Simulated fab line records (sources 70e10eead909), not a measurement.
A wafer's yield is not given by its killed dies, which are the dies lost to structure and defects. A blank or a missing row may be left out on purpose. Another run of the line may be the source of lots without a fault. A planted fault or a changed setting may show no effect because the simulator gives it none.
Comparing a struck lot with a sound one + flow nandHarc + 39 out of 1159 route steps
Sound: wafers L186.4, L186.5, L186.6. Struck: wafer L197.1 (left out: L197.4, L197.6 of the same lot, which were not struck); the cause appears at the end.
Per side, at each step with rows, come the tool, then ch with its chambers, and then its first start. Under that, the readings that differ: sound wafers + struck wafers + difference of the means + sigmas: that difference in standard deviations of wafers without a fault.
alike: readings whose means differ by less than 2 such deviations, and words and numbers that are the same on both sides. not compared: withheld readings, readings that some wafer has no value for, bounds like >300 that may hide the same value, and numbers for which the record gives no deviation and whose values overlap.
The two part at a step that has a row with sigmas, a row that says differs or no value, or rows on one side only. When numbers do not overlap yet have no deviation, they are printed without sigmas and do not part them. Lack of a reading on every wafer of one side parts them only where that side has two or more wafers.

first, 9 steps without rows for these wafers: NHARC_A_CONTACT_COAT_63 (resist thk 90 nm); NHARC_A_CONTACT_SOFTBAKE_64 (time 55 s); NHARC_A_CONTACT_EBR_65; NHARC_A_CONTACT_EXPOSE_66 (exposes mask A CC 2); NHARC_A_CONTACT_PEB_67 (peb time 65 s); NHARC_A_CONTACT_DEVELOP_68 (develop time 35 s); NHARC_A_CONTACT_DESCUM_74 (chemistry O2, time 3 s); NHARC_A_CONTACT_ETCH_75 (etches the open film in CF4, target depth 39 nm, time 65 s); NHARC_A_CONTACT_ETCH_76 (etches the open film in N2/H2, target depth 260 nm, time 475.3 s).
NHARC_A_CONTACT_ETCH_77: etches the open film in CF4/CHF3, target depth 72.6 nm, time 36.3 s.
  sound on rieDiel-02 ch 1,2, day 16 15:01; struck on rieDiel-02 ch 0, day 19 16:10
  alike: drypumpMotorCurrentA, oesProductAu, rfVppV, showerheadPlenumPTorr, throttleValvePct
  not compared: rfHoursCounterH
then, 28 steps without rows for these wafers: NHARC_A_CONTACT_ETCH_78 (etches the open film in O2/COS, target depth 2800 nm, time 728 s); NHARC_A_CONTACT_ETCH_124 (etches the open film in C4F8/O2/Ar, time 140 s, target depth 700 nm); NHARC_A_CONTACT_ETCH_125 (etches the open film in C4F8/O2/Ar, time 155 s, target depth 956 nm); NHARC_A_CONTACT_ETCH_126 (etches the open film in C4F8/O2/Ar, time 155 s, target depth 956 nm); NHARC_A_CONTACT_ETCH_127 (etches the open film in C4F8/O2/Ar, time 155 s, target depth 956 nm); NHARC_A_CONTACT_ETCH_128 (etches the open film in C4F8/O2/Ar, time 155 s, target depth 956 nm); NHARC_A_CONTACT_ETCH_129 (etches the open film in C4F8/O2/Ar, time 155 s, target depth 956 nm); NHARC_A_CONTACT_ETCH_130 (etches the open film in C4F8/O2/Ar, time 155 s, target depth 956 nm); NHARC_A_CONTACT_ETCH_131 (etches the open film in C4F8/O2/Ar, time 155 s, target depth 956 nm); NHARC_A_CONTACT_ETCH_132 (etches the open film in C4F8/O2/Ar, time 156 s, target depth 958 nm); NHARC_A_CONTACT_ETCH_133 (etches the open film in C4F8/O2/Ar, time 195 s, target depth 840 nm); NHARC_A_CONTACT_ETCH_91 (etches the open film in CH3F/O2, target depth 40 nm, time 85.7 s); NHARC_A_CONTACT_ETCH_97 (etches the open film in C4F6/O2, target depth 20 nm, time 10 s); NHARC_A_CONTACT_STRIP_103 (strips in N2/H2); NHARC_A_CONTACT_STRIP_104 (strips in CF4/CHF3); NHARC_A_CONTACT_STRIP_105 (strips in O2/COS); NHARC_A_CONTACT_ETCH_106 (etches the open film in CF4/O2, target depth 60 nm, overetch 6 nm, time 33 s); NHARC_A_CONTACT_STRIP_82 (strips in O2); NHARC_A_CONTACT_STRIP_83 (strips in post etch residue remover, time 600 s); NHARC_A_CONTACT_DEP_84 (deposits aC, target thk 2000 nm); NHARC_A_CONTACT_DEP_85 (deposits SiON, target thk 50 nm); NHARC_A_CONTACT_DEHYDRATE_00 (time 120 s); NHARC_A_CONTACT_HMDS_01 (time 30 s); NHARC_A_CONTACT_COAT_86 (time 75 s); NHARC_A_CONTACT_COAT_87 (time 65 s); NHARC_A_CONTACT_COAT_02 (resist thk 90 nm); NHARC_A_CONTACT_SOFTBAKE_03 (time 55 s); NHARC_A_CONTACT_EBR_04.
-- record jumps: 3 days between struck wafers' starts before vs after; left off in module A_CONTACT, resumes in module END, first step shown is number 1159 of the route --
NHARC_END_SORT_01:
  here the record holds rows for the struck wafers (prober-01 ch 0, day 22 07:30) but none for the sound ones

== WHERE THEY PART ==
Within this record, at NHARC_END_SORT_01 only.

WHY: what had been put in by the simulator
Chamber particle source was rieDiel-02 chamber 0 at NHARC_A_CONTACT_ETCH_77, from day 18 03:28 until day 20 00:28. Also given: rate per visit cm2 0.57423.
